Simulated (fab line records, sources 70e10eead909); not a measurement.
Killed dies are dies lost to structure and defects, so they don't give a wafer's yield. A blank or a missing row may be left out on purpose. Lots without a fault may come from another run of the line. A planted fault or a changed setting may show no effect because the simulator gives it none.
One fault seen from 2 desks | flow nand_harc | each desk has only its own numbers; what lay behind them comes last

THE TOOL OWNER'S DESK: rie_diel-05
The tool's own readings at NHARC_A_CONTACT_ETCH_91 (etches the open film in CH3F/O2, target depth 40 nm, time 85.7 s): means of the sampled wafers that have a number, for each lot that ran on this tool. A lot is out of limits, marked OUT, if its mean lies more than 4 standard deviations from the usual mean; the brackets give that distance. Of its 8 readings 7 are shown: the one that was out of limits first, and those that lie furthest out on some lot.
Columns: A = chamber_pressure_mTorr at NHARC_A_CONTACT_ETCH_91, usual 25.004 mTorr; B = drypump_motor_current_A at NHARC_A_CONTACT_ETCH_91, usual 5.75 A; C = o2_flow_sccm at NHARC_A_CONTACT_ETCH_91, usual 30.00 sccm; D = oes_product_au at NHARC_A_CONTACT_ETCH_91, usual 0.928 a.u.; E = rf_vpp_V at NHARC_A_CONTACT_ETCH_91, usual 244.9 V; F = run_length_s at NHARC_A_CONTACT_ETCH_91, usual 107.0 s; G = throttle_valve_pct at NHARC_A_CONTACT_ETCH_91, usual 20.664 %
lot  | first seen here | A      | B    | C     | D     | E     | F              | G
L616 | day 22 23:41    | 24.977 | 5.92 | 29.93 | 0.915 | 245.2 | 107.2          | 20.673
L621 | day 25 04:32    | 25.021 | 5.69 | 29.91 | 0.944 | 244.8 | 107.3          | 20.664
L625 | day 26 09:54    | 24.990 | 5.70 | 29.98 | 0.913 | 243.7 | 107.4          | 20.664
L626 | day 26 23:16    | 25.012 | 5.83 | 29.94 | 0.925 | 244.6 | 107.4          | 20.664
L628 | day 27 19:47    | 24.995 | 5.80 | 30.13 | 0.919 | 245.1 | 107.3          | 20.662
L629 | day 27 22:30    | 24.985 | 5.90 | 30.03 | 0.907 | 245.1 | 107.0          | 20.667
L633 | day 30 01:16    | 24.992 | 5.83 | 30.02 | 0.924 | 244.0 | 107.1          | 20.667
L637 | day 31 12:10    | 25.008 | 5.81 | 30.02 | 0.924 | 244.1 | 94.6 (-22) OUT | 20.656
This desk's finding: out of limits on L637; first on L637, day 31 12:10 (run_length_s at NHARC_A_CONTACT_ETCH_91). In limits: L616, L621, L625, L626, L628, L629, L633.

THE METROLOGY DESK
What the gauges read, lot by lot, whatever tool the lot ran on: means of the sampled wafers that have a number. A lot is out of limits, marked OUT, if its mean lies more than 4 standard deviations from the usual mean; the brackets give that distance.
Columns: A = overlay_x_nm at NHARC_A_CONTACT_OVL_MEAS_70, usual 0.1 nm; B = overlay_y_nm at NHARC_A_CONTACT_OVL_MEAS_70, usual 0.1 nm
lot  | first seen here | A    | B
L615 | day 22 10:56    | 0.6  | 1.2
L616 | day 22 19:37    | 1.1  | -0.8
L620 | day 24 07:54    | -0.6 | 0.1
L621 | day 24 22:05    | -0.2 | 0.4
L622 | day 25 07:44    | 1.1  | 1.8
L625 | day 26 04:54    | 0.2  | -0.2
L626 | day 26 19:13    | 0.5  | 0.1
L628 | day 27 15:45    | -0.5 | 0.7
L629 | day 27 16:00    | -0.8 | 0.5
L633 | day 29 19:54    | 0.7  | -0.6
L637 | day 31 07:27    | 1.4  | -0.4
This desk's finding: nothing out of limits on any of the 11 lots.

PUT TOGETHER
The tool owner's desk could have raised an alarm at day 31 12:10, on L637.
The metrology desk saw nothing out of limits.
The metrology desk has L637 on record, within its limits.
Of the lots named, all ran NHARC_A_CONTACT_ETCH_91 on rie_diel-05.

WHAT THE SIMULATOR HAD PUT IN
Process parameter drift: rie_diel-05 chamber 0, from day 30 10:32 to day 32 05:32, at NHARC_A_CONTACT_ETCH_91. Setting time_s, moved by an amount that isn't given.
Lots struck among those shown: L637.
Hours from the fault's start to each desk's first reading out of limits: the tool owner's desk, 26.
